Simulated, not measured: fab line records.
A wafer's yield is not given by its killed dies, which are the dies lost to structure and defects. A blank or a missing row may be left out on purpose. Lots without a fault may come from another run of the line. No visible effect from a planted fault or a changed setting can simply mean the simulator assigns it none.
Matching of chambers | flow n5 finfet | N5_BEOL_M8_CURE_74 on uv cure-01 has 3 sister chambers
The step cures SiCOH lowk, time 240 s. 16 wafers are shown with their chamber, then 8 later ones without.

## EACH WAFER AND ITS CHAMBER
wafer  | chamber | wafer_temp_C_max | lamp power pct (%)
L075.1 | 2       | 385.9            | 52.30
L075.2 | 2       | 386.4            | 52.24
L075.6 | 2       | 386.1            | 52.31
L076.3 | 1       | 386.2            | 52.29
L076.4 | 1       | 386.8            | 52.26
L076.6 | 1       | 386.9            | 52.30
L083.2 | 0       | 388.1            | 52.31
L083.5 | 0       | 387.1            | 52.30
L083.6 | 0       | 386.4            | 52.39
L082.1 | 0       | 386.7            | 52.23
L082.3 | 0       | 387.1            | 52.36
L082.4 | 0       | 386.9            | 52.36
L082.2 | 0       | 387.0            | 52.31
L082.5 | 0       | 386.4            | 52.30
L082.6 | 0       | 386.6            | 52.34
L086.1 | 0       | 387.0            | 52.30

SIGNATURES (means of the wafers above)
reading          | chamber 0 | chamber 1 | chamber 2 | scatter within a chamber
wafer_temp_C_max | 386.930   | 386.633   | 386.133   | 0.445
lamp power pct   | 52.3200   | 52.2833   | 52.2833   | 0.0409
Rule: for each reading, subtract the chamber's mean from the wafer's reading, divide by that reading's scatter and square the result; add these up over the readings and take the root, which gives the wafer's distance from the chamber. If the next closest chamber is less than 2 further off than the closest, the wafer can't be placed; otherwise it belongs to the closest. The scatter is the square root of a quotient: the sum, over the shown wafers, of each reading's squared deviation from its chamber's mean, divided by wafers minus chambers.

## WAFERS WHOSE CHAMBER IS MISSING
wafer  | wafer_temp_C_max | lamp power pct (%)
L086.2 | 386.9            | 52.31
L086.3 | 387.1            | 52.33
L089.1 | 386.4            | 52.29
L089.3 | 386.9            | 52.35
L089.6 | 386.4            | 52.40
L091.4 | 386.4            | 52.34
L091.5 | 386.3            | 52.36
L091.6 | 386.1            | 52.36

## EACH ONE'S CHAMBER
wafer  | from the rows above          | in truth
L086.2 | can't be placed: 0 or 1 or 2 | 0
L086.3 | can't be placed: 0 or 1      | 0
L089.1 | can't be placed: 1 or 2 or 0 | 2
L089.3 | can't be placed: 0 or 1 or 2 | 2
L089.6 | can't be placed: 0 or 1 or 2 | 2
L091.4 | can't be placed: 0 or 1 or 2 | 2
L091.5 | can't be placed: 0 or 2 or 1 | 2
L091.6 | can't be placed: 2 or 0 or 1 | 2
Correctly placed: 0 of 8. These rows do not allow placing 8 (true chamber among the candidates in 8). Wrongly placed: 0.
